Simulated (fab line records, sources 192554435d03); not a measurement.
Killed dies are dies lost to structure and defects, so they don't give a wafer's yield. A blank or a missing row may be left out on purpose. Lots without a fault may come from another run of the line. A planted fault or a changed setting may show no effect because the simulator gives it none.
Split-lot experiment | flow n5_finfet | 7 lots, 21 wafers read, on a route of 1938 steps

THE SPLIT
At N5_BEOL_M15_TRENCH_ETCH_34 (etches SiO2 in C4F8/O2/Ar, target depth 872.93 nm, time 199 s), the setting time_s was moved away from the recipe's 199 s on 7 of the 21 wafers read, by -20.0% to +20.6%. The other wafers ran this setting at the recipe's value.

The reading is taken at the split's own step.

THE READING
coat_of_BEOL_M15_COAT_22.thk_nm (the simulator's own value, which no gauge read), in nm, at N5_BEOL_M15_TRENCH_ETCH_34 (etches SiO2 in C4F8/O2/Ar, target depth 872.93 nm, time 199 s). The file gives no usual value for it. The 14 wafers here that ran the recipe average 540.7 nm, standard deviation 3.9 nm.

wafer  | tool, chamber at the split | time_s as run, s | against the recipe | coat_of_BEOL_M15_COAT_22.thk_nm, nm | against lot-mates on the recipe
L074.1 | rie_diel-03, 3             | 199              | recipe             | 539.4                               | -
L074.3 | rie_diel-03, 2             | 199              | recipe             | 542.8                               | -
L074.4 | rie_diel-03, 1             | 181.8            | -8.6%              | 556.8                               | +15.7
L081.4 | rie_diel-05, 1             | 162.2            | -18.5%             | 566                                 | +32.2
L081.5 | rie_diel-05, 1             | 199              | recipe             | 533.8                               | -
L081.6 | rie_diel-05, 3             | 162.2            | -18.5%             | 575                                 | +41.2
L084.1 | rie_diel-03, 3             | 224.5            | +12.8%             | 522                                 | -22.0
L084.2 | rie_diel-03, 2             | 199              | recipe             | 544                                 | -
L084.6 | rie_diel-03, 3             | 224.5            | +12.8%             | 519.6                               | -24.4
L086.3 | rie_diel-06, 2             | 199              | recipe             | 541.8                               | -
L086.4 | rie_diel-06, 1             | 199              | recipe             | 539.2                               | -
L086.5 | rie_diel-06, 3             | 239.9            | +20.6%             | 512.4                               | -28.1
L089.2 | rie_diel-06, 1             | 199              | recipe             | 535.6                               | -
L089.3 | rie_diel-06, 2             | 159.2            | -20.0%             | 576                                 | +39.7
L089.6 | rie_diel-06, 0             | 199              | recipe             | 537                                 | -
L090.2 | rie_diel-06, 0             | 199              | recipe             | 540.4                               | -
L090.3 | rie_diel-06, 3             | 199              | recipe             | 547.4                               | -
L090.5 | rie_diel-06, 0             | 199              | recipe             | 543.8                               | -
L091.3 | rie_diel-05, 1             | 199              | recipe             | 536.6                               | -
L091.4 | rie_diel-05, 0             | 199              | recipe             | 542                                 | -
L091.6 | rie_diel-05, 3             | 199              | recipe             | 546.4                               | -

THE FIT
A straight line over all 21 wafers: coat_of_BEOL_M15_COAT_22.thk_nm changes by -1.59 nm for each +1% of time_s; r = -0.97; the points scatter about the line by 3.9 nm.
The same after taking each lot's own level away (the mean of its wafers on the recipe; 21 wafers): -1.8 nm for each +1%; r = -0.98; scatter 3.4 nm.
On that fit, the largest move of time_s shifts the reading by 37 nm.
The lots' own levels span 533.80 to 544.00 nm, that is 2.6 times the standard deviation above.
So the lot-to-lot level changes the slope: the two fits differ.
Check: with one of the wafers moved furthest among these (+20.6%) left out of the fit, the line predicts -39.4 nm for it against its lot-mates. It came out at -28.1 nm against them.

OTHER SPLITS ON THESE WAFERS
These wafers also went through other splits before the reading. Each is held against what the fit with the lots' levels taken away leaves over:
other split on the same wafers | wafers away from the commonest value | r with coat_of_BEOL_M15_COAT_22.thk_nm (lot level and that fit taken away)
N5_BEOL_M9_COAT_22 spin_rpm    | 5                                    | +0.15
N5_BEOL_M10_COAT_05 spin_rpm   | 5                                    | -0.04
N5_BEOL_M10_ETCH_62 time_s     | 6                                    | -0.35
N5_BEOL_M12_COAT_66 spin_rpm   | 8                                    | -0.02
N5_BEOL_M13_COAT_04 spin_rpm   | 6                                    | +0.02
N5_BEOL_M13_ETCH_59 time_s     | 4                                    | -0.38
N5_BEOL_M14_EXPOSE_07 dose_mj  | 8                                    | +0.25

THE WHOLE CHAIN: every reading that the file lists as answering this split, in the file's order
step                       | what it does                                                  | reading                                                                          | change (the file's fit)              | r (the file's)
N5_BEOL_M15_TRENCH_ETCH_34 | etches SiO2 in C4F8/O2/Ar, target depth 872.93 nm, time 199 s | etch.depth_nm (the simulator's own value, which no gauge read)                   | +9.21 nm for each +1% of the setting | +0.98
N5_BEOL_M15_TRENCH_ETCH_34 | etches SiO2 in C4F8/O2/Ar, target depth 872.93 nm, time 199 s | coat_of_BEOL_M15_COAT_22.thk_nm (the simulator's own value, which no gauge read) | -1.77 nm for each +1% of the setting | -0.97

THE FILE'S OWN FIT
coat_of_BEOL_M15_COAT_22.thk_nm changes by -1.77 nm for each +1% of time_s, r = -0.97.
